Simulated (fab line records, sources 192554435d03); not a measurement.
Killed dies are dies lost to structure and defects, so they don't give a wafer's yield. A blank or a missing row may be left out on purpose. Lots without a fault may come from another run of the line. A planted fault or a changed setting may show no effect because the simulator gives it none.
fab line records | flow n5_finfet
record lots=11 wafers=32 last_day=17
route steps=1938 shown BEOL_M11@1596 BEOL_M12@1603
lots that met no fault: from a run of the same line without faults
start_h: hours from the record's first day to the start of the lot's first wafer shown | wait_h: hours since the lot's step before | " the same as in the row above | L1.1+2: a row that stands for several wafers | - no value, or no start given | * or withheld: withheld | < > ~ a bound
route shown NAME@n: a module of which the file shows steps, and the number in the route of the first | usual: mean/standard deviation of fault-free wafers | same: alike in all rows | chamber/n: place in a boat | sites: the reading at each site | _std_site: their standard deviation | _edge_site: outer sites' mean less inner sites' | radius_mm: how far each site lies from the wafer's centre | mask NAME#n: copy n | behind: the tool/chamber that last shaped the wafer | hold: why the lot was held/for how many hours/how that ended | device: the transistor (n, p or np) that didn't switch | end of line: the same wafers' tests at the end of the route | a step without rows: its recipe alone | killed: dies lost to structure and defects at the first sort, not the wafer's yield | map: a wafer's dies, x killed, . not, _ none there
set.NAME: the setting as run; set.NAME@STEP: as run at that earlier step | model.NAME: the simulator's own value behind a step, which no gauge read
steps of the route over a sample of lots; a table a step, a row a wafer
services: from which hour (start_h, from the record's first day; less than 0 if before it) a tool's chamber was out of use, for how many hours, and why
## steps
# step N5_BEOL_M11_CMP_52
# recipe stop_on=SiCOH_lowk t_overpolish_s=7 down_force_psi=1 platen_rpm=50 clearing_platen_down_force_psi=1.5 clearing_platen_rpm=50 post_cmp_clean=cu_alkaline target_thk_nm=140 clearing_platen_pad_velocity_m_s=0.99484 pad_velocity_m_s=0.99484
# usual barrier_field_endpoint_s=29.0/0.69 motor_current_A=6.2/0.5 overpolish_run_s=7.000/0.0089 time_to_endpoint_s=66/3.2
# columns lot.wafer tool chamber start_h wait_h barrier_field_endpoint_s motor_current_A overpolish_run_s time_to_endpoint_s
L749.4 cmp-02 0 221.97 0.1 29.2 6.6 7.002 63
L749.3 " 2 " " 29.2 6.0 6.991 68
L749.6 " 1 " " 29.0 6.2 7.006 64
L748.3 cmp-01 3 222.38 0.2 29.3 6.1 7.012 65
L748.6 " 1 " " 29.8 6.6 7.002 67
L748.5 " 2 " " 30.2 5.7 6.985 67
L750.3 cmp-04 2 238.54 0.2 28.6 5.9 7.021 70
L750.4 " 0 " " 29.7 6.9 7.016 72
L750.6 " 2 " " 29.4 5.9 7.008 71
L751.2 cmp-04 3 245.65 0.3 29.4 7.4 6.993 66
L751.5 " 1 " " 29.3 5.2 6.996 68
L753.1 cmp-02 2 258.24 0.3 27.9 6.0 6.998 64
L753.3 " 0 " " 26.6 6.4 7.008 60
L753.5 " 2 " " 29.2 6.4 7.011 66
L758.3 cmp-02 1 289.45 0.2 28.6 6.2 7.007 66
L758.4 " 0 " " 28.1 6.2 6.997 62
L758.6 " 1 " " 29.0 6.4 7.009 69
L760.2 cmp-02 0 290.43 0.3 28.9 6.4 6.992 67
L760.3 " 2 " " 29.3 6.1 7.007 72
L760.5 " 0 " " 28.1 6.4 7.011 63
L759.4 cmp-01 0 294.55 0.3 30.0 5.8 6.988 70
L759.2 " 3 " " 29.3 5.6 6.990 66
L759.5 " 1 " " 28.9 6.2 6.984 68
L764.2 cmp-02 2 320.28 0.2 30.3 5.8 6.988 73
L764.6 " 2 " " 29.8 6.3 7.012 74
L764.5 " 3 " " 29.0 5.7 7.004 69
L766.3 cmp-02 3 335.86 0.3 29.0 5.4 7.004 67
L766.1 " 0 " " 29.6 6.1 7.003 69
L766.4 " 2 " " 29.8 6.1 7.009 72
L771.3 cmp-02 0 365.70 0.2 28.1 6.2 7.002 61
L771.1 " 3 " " 27.6 5.3 7.000 60
L771.5 " 1 " " 29.3 6.6 6.999 66
# step N5_BEOL_M11_DEP_56
# recipe material=SiCN target_thk_a=300 temp_c=withheld precursor=3MS/NH3 pressure_torr=3 rf_w=675 time_s=10.5
# usual rf_fwd_power_W=664/3.9 showerhead_plenum_p_Torr=4.149/0.012 throttle_valve_pct=18.0/1.3
# columns lot.wafer tool chamber start_h wait_h rf_fwd_power_W showerhead_plenum_p_Torr since_wet_clean_h throttle_valve_pct
L749.3 pecvd-02 1 222.32 0.0 662 4.153 1651 18.6
L749.4 " 0 " " 666 4.152 - 17.9
L749.6 " 1 " " 665 4.161 - 19.1
L748.3 pecvd-01 0 222.69 0.0 661 4.139 - 16.6
L748.5 " 1 " " 671 4.149 - 20.4
L748.6 " 0 " " 660 4.140 - 16.6
L750.3 pecvd-02 1 238.88 0.0 666 4.150 - 19.1
L750.4 " 2 " " 661 4.143 - 16.9
L750.6 " 2 " " 658 4.156 - 16.7
L751.2 pecvd-04 1 245.93 0.0 663 4.157 1856 19.0
L751.5 " 1 " " 663 4.153 - 18.9
L753.1 pecvd-02 2 258.56 0.0 659 4.143 208 16.6
L753.3 " 1 " " 665 4.171 1687 18.8
L753.5 " 0 " " 666 4.136 - 17.9
L758.3 pecvd-02 0 289.80 0.0 665 4.153 994 18.0
L758.4 " 1 " " 667 4.153 - 18.8
L758.6 " 2 " " 665 4.134 - 17.0
L760.2 pecvd-04 0 290.75 0.0 669 4.121 1176 19.1
L760.3 " 2 " " 659 4.173 422 17.4
L760.5 " 2 " " 660 4.157 - 17.8
L759.2 pecvd-04 1 294.90 0.0 665 4.151 1905 18.9
L759.4 " 2 " " 658 4.164 - 17.5
L759.5 " 0 " " 669 4.132 - 19.1
L764.2 pecvd-02 0 320.64 0.0 671 4.134 1025 17.9
L764.5 " 0 " " 669 4.134 - 18.1
L764.6 " 2 " " 661 4.139 - 16.7
L766.1 pecvd-02 0 336.22 0.0 670 4.142 1040 18.1
L766.3 " 2 " " 659 4.138 286 16.9
L766.4 " 0 " " 668 4.144 - 17.9
L771.1 pecvd-01 1 366.05 0.0 665 4.147 1614 20.7
L771.3 " 2 " " 664 4.177 135 16.0
L771.5 " 1 " " 669 4.146 - 20.7
# step N5_BEOL_M12_THK_MEAS_01
# recipe reads=SiOC_of_BEOL_M12_ILD_DEP_00
# usual M12_ILD_THK=658/8.9
# columns lot.wafer tool chamber start_h wait_h M12_ILD_THK[nm]
L749.3 film_metro-01 - 222.63 0.1 644
L749.4 " - " " 650
L749.6 " - " " 656
L748.3 film_metro-01 - 223.00 0.1 665
L748.5 " - " " 652
L748.6 " - " " 666
L750.3 film_metro-01 - 239.14 0.1 659
L750.4 " - " " 667
L750.6 " - " " 670
L751.2 film_metro-01 - 246.19 0.1 663
L751.5 " - " " 667
L753.1 film_metro-02 - 258.82 0.1 652
L753.3 " - " " 655
L753.5 " - " " 662
L758.3 film_metro-02 - 290.06 0.1 656
L758.4 " - " " 670
L758.6 " - " " 666
L760.2 film_metro-01 - 291.05 0.1 641
L760.3 " - " " 654
L760.5 " - " " 656
L759.2 film_metro-01 - 295.16 0.1 657
L759.4 " - " " 662
L759.5 " - " " 672
L764.2 film_metro-02 - 320.89 0.1 655
L764.5 " - " " 671
L764.6 " - " " 670
L766.1 film_metro-02 - 336.48 0.1 657
L766.3 " - " " 651
L766.4 " - " " 663
L771.1 film_metro-02 - 366.31 0.1 651
L771.3 " - " " 649
L771.5 " - " " 661
# step N5_BEOL_M12_EXPOSE_07
# recipe mask_id=V11 na=0.93 source_shape=conventional sigma_outer=0.6 polarization=unpolarized attpsm_phase_deg=180 dose_mj=32.5
# usual exposure_dose_mJ_cm2=32.47/0.03
# same na=0.93
# columns lot.wafer tool chamber start_h wait_h mask exposure_dose_mJ_cm2
L749.3 krf_scanner-01 0 222.77 - V11#0 32.47
L749.4 " 0 " " V11#0 32.50
L749.6 " 0 " " V11#0 32.48
L748.3 krf_scanner-02 0 223.27 - V11#0 32.51
L748.5 " 0 " " V11#0 32.52
L748.6 " 0 " " V11#0 32.49
L750.3 krf_scanner-02 0 239.41 - V11#0 32.47
L750.4 " 0 " " V11#0 32.42
L750.6 " 0 " " V11#0 32.45
L751.2 krf_scanner-02 0 246.32 - V11#0 32.49
L751.5 " 0 " " V11#0 32.47
L753.1 krf_scanner-01 0 259.07 - V11#0 32.43
L753.3 " 0 " " V11#0 32.41
L753.5 " 0 " " V11#0 32.44
L758.3 krf_scanner-02 0 290.33 - V11#0 33.41
L758.4 " 0 " " V11#0 33.47
L758.6 " 0 " " V11#0 33.42
L760.2 krf_scanner-01 0 291.32 - V11#0 32.50
L760.3 " 0 " " V11#0 32.49
L760.5 " 0 " " V11#0 32.48
L759.2 krf_scanner-02 0 295.42 - V11#0 33.25
L759.4 " 0 " " V11#0 33.21
L759.5 " 0 " " V11#0 33.23
L764.2 krf_scanner-01 0 321.03 - V11#0 32.46
L764.5 " 0 " " V11#0 32.46
L764.6 " 0 " " V11#0 32.42
L766.1 krf_scanner-01 0 336.73 - V11#0 32.51
L766.3 " 0 " " V11#0 32.52
L766.4 " 0 " " V11#0 32.46
L771.1 krf_scanner-01 0 366.56 - V11#0 32.46
L771.3 " 0 " " V11#0 32.49
L771.5 " 0 " " V11#0 32.54
## services
# columns tool chamber start_h hours kind
krf_scanner-01 - 199.60 0.8 pm
krf_scanner-01 - 201.82 1.3 pm
krf_scanner-01 - 205.23 4.4 pm
pecvd-04 - 218.53 6.0 pm
cmp-04 - 223.82 2.0 repair
krf_scanner-01 - 235.01 1.0 pm
krf_scanner-02 - 236.83 1.0 pm
pecvd-02 0 238.79 12.3 repair
cmp-01 - 245.17 0.8 repair
cmp-04 - 254.89 5.3 pm
pecvd-04 0 272.73 8.0 repair
pecvd-01 0 276.77 4.4 repair
cmp-01 - 278.41 0.9 repair
pecvd-04 - 286.91 2.5 repair
krf_scanner-01 - 291.97 0.8 pm
cmp-01 - 308.00 1.2 repair
krf_scanner-02 - 317.40 4.4 pm
cmp-02 - 333.85 0.5 repair
cmp-04 - 335.44 0.7 repair
krf_scanner-02 - 340.69 0.8 pm
pecvd-02 0 342.26 4.8 repair
cmp-01 - 357.87 4.0 pm
cmp-04 - 359.68 1.9 repair
cmp-02 - 366.59 1.7 repair
## key
first_sign step=N5_BEOL_M12_EXPOSE_07 reading=exposure_dose_mJ_cm2 direction=up sigmas=28 usual=32.47 struck=33.33
effect none on later readings
met_at N5_BEOL_M12_EXPOSE_07
struck_lots L758,L759
loop_trim step=N5_BEOL_M12_EXPOSE_07 setting=dose lots=L759
not_acting_at N5_BEOL_M11_CMP_52,N5_BEOL_M11_DEP_56,N5_BEOL_M12_THK_MEAS_01
onset_between 246.32 290.33
fault kind=process_parameter_drift tool=krf_scanner-02 chamber=- onset_h=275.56 steps=N5_BEOL_M12_EXPOSE_07 channel=dose_mj offset=0.98215 shape=step acts_in=these_recipes_only stated=32.5
# loop_trim: a control loop set the setting to another value than it would have without faults
